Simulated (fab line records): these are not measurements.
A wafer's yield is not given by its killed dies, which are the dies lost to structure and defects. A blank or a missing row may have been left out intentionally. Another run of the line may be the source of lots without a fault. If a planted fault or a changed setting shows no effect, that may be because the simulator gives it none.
Matching of chambers    flow n5 finfet    pecvd-01 running N5_BEOL_M15_ILD_DEP_00: 3 sister chambers
The step deposits SiO2 from TEOS/O2, target thk 1629.3 nm, time 346.1 s. 20 wafers are shown with their chamber, then 10 later ones without.

== WAFERS PAIRED WITH THEIR CHAMBERS ==
wafer   chamber  throttle valve pct (%)  heater power w (W)  showerhead plenum p Torr (Torr)
L074.1  2        17.5                    648                 8.340
L074.2  1        19.4                    387                 8.356
L074.6  1        19.4                    439                 8.342
L076.1  2        17.6                    567                 8.341
L076.3  0        17.2                    726                 8.368
L076.4  2        17.3                    634                 8.366
L077.2  0        16.9                    814                 8.341
L077.3  1        19.4                    343                 8.340
L077.6  0        17.1                    628                 8.364
L079.1  0        17.1                    774                 8.359
L079.5  0        17.4                    631                 8.356
L079.6  1        19.5                    391                 8.336
L082.1  2        17.5                    656                 8.339
L082.3  1        19.3                    370                 8.355
L082.4  1        19.6                    440                 8.356
L087.1  0        17.2                    754                 8.373
L087.3  1        19.4                    385                 8.348
L087.6  2        17.8                    635                 8.352
L088.1  1        19.1                    394                 8.348
L088.5  2        17.6                    509                 8.369

SIGNATURES, as means of the wafers listed above
reading                   chamber 0  chamber 1  chamber 2  scatter within a chamber
throttle valve pct        17.150     19.387     17.550     0.157
heater power w            721.17     393.62     608.17     56.1
showerhead plenum p Torr  8.36017    8.34763    8.35117    0.0107
Rule: a wafer's distance from a chamber is the root of the sum, over the readings, of the square of ((its reading less the chamber's mean) divided by the reading's scatter). If the next closest chamber is less than 2 further off than the closest, the wafer can't be placed; otherwise it belongs to the closest. The scatter: the root of (the sum of the squares of (reading less its chamber's mean) over the shown wafers, divided by (wafers less chambers)).

== WAFERS WHOSE CHAMBER IS MISSING ==
wafer   throttle valve pct (%)  heater power w (W)  showerhead plenum p Torr (Torr)
L088.6  19.2                    312                 8.341
L090.2  17.8                    674                 8.365
L090.5  17.2                    638                 8.337
L090.6  19.6                    314                 8.335
L095.4  19.5                    399                 8.345
L095.5  17.3                    819                 8.338
L095.6  17.6                    517                 8.336
L097.1  17.8                    572                 8.332
L097.3  17.2                    724                 8.339
L097.4  19.3                    310                 8.351

== WHICH CHAMBER EACH ONE RAN IN ==
wafer   from the rows above      in truth
L088.6  1                        1
L090.2  can't be placed: 2 or 0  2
L090.5  can't be placed: 0 or 2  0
L090.6  1                        1
L095.4  1                        1
L095.5  can't be placed: 0 or 2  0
L095.6  2                        2
L097.1  2                        2
L097.3  can't be placed: 0 or 2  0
L097.4  1                        1
6 of 10 placed correctly. These rows do not allow placing 4 (true chamber among the candidates in 4). Number placed wrongly: 0.
